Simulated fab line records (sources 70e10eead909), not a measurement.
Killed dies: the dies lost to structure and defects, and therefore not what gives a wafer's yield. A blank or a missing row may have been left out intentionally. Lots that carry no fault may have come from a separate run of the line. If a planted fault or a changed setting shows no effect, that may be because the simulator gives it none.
3 desks, one fault || flow nandHarc || each desk holds nothing but its own numbers, with what lay behind them at the end

== DESK OF THE TOOL OWNER: aldHk-03 ==
The tool's own readings at NHARC_A_WL_FILL_ALD_00 (deposits Al2O3, target thk 3 nm, pulse time 3 s, ald cycles 30): means of the sampled wafers that have a number, for each lot that ran on this tool. A lot is out of limits, marked OUT, if its mean lies more than 4 standard deviations from the usual mean; the brackets give that distance.
Columns: A = heaterPowerW at NHARC_A_WL_FILL_ALD_00, usual 486 W; B = precursorPulseHeightRel at NHARC_A_WL_FILL_ALD_00, usual 1.002
{"lot": "L856", "first seen here": "day 15 04:52", "A": 478, "B": 1.005}
{"lot": "L854", "first seen here": "day 15 05:03", "A": 448, "B": 1.009}
{"lot": "L864", "first seen here": "day 18 10:58", "A": 451, "B": 1.005}
{"lot": "L871", "first seen here": "day 18 19:29", "A": 496, "B": 0.996}
This desk's finding: nothing out of limits on any of the 4 lots.

== THE DEFECT DESK ==
Per lot, the means of the sampled wafers with a number show what the inspections along the route counted. A lot is out of limits, marked OUT, if its mean lies more than 4 standard deviations from the usual mean; the brackets give that distance.
Columns: A = rawDefectCount at NHARC_A_SIN_REMOVE_INSPECT_04, usual 297
{"lot": "L856", "first seen here": "day 15 04:38", "A": 174}
{"lot": "L854", "first seen here": "day 15 04:41", "A": 328}
{"lot": "L860", "first seen here": "day 16 12:29", "A": 171}
{"lot": "L863", "first seen here": "day 17 02:00", "A": 364}
{"lot": "L864", "first seen here": "day 18 10:53", "A": 293}
{"lot": "L871", "first seen here": "day 18 19:26", "A": 280}
This desk's finding: nothing out of limits on any of the 6 lots.

== THE METROLOGY DESK ==
Lot by lot, what the gauges showed, no matter which tool ran the lot: averages of those sampled wafers that carry a number. A lot is out of limits, marked OUT, if its mean lies more than 4 standard deviations from the usual mean; the brackets give that distance.
Columns: A = cdNm at NHARC_A_SLIT_CD_MEAS_21, usual 289.7 nm
{"lot": "L856", "first seen here": "day 14 21:06", "A": 289.5}
{"lot": "L854", "first seen here": "day 14 22:44", "A": 289.4}
{"lot": "L860", "first seen here": "day 16 04:49", "A": 288.5}
{"lot": "L863", "first seen here": "day 16 18:16", "A": 289.7}
{"lot": "L864", "first seen here": "day 18 03:10", "A": 289.9}
{"lot": "L871", "first seen here": "day 18 13:53", "A": 290.0}
This desk's finding: nothing out of limits on any of the 6 lots.

== ALL TOGETHER ==
Nothing out of limits was seen by the tool owner's desk.
Nothing the defect desk looked at was out of limits.
At the metrology desk, nothing out of limits was observed.

== WHAT HAD BEEN PUT IN BY THE SIMULATOR ==
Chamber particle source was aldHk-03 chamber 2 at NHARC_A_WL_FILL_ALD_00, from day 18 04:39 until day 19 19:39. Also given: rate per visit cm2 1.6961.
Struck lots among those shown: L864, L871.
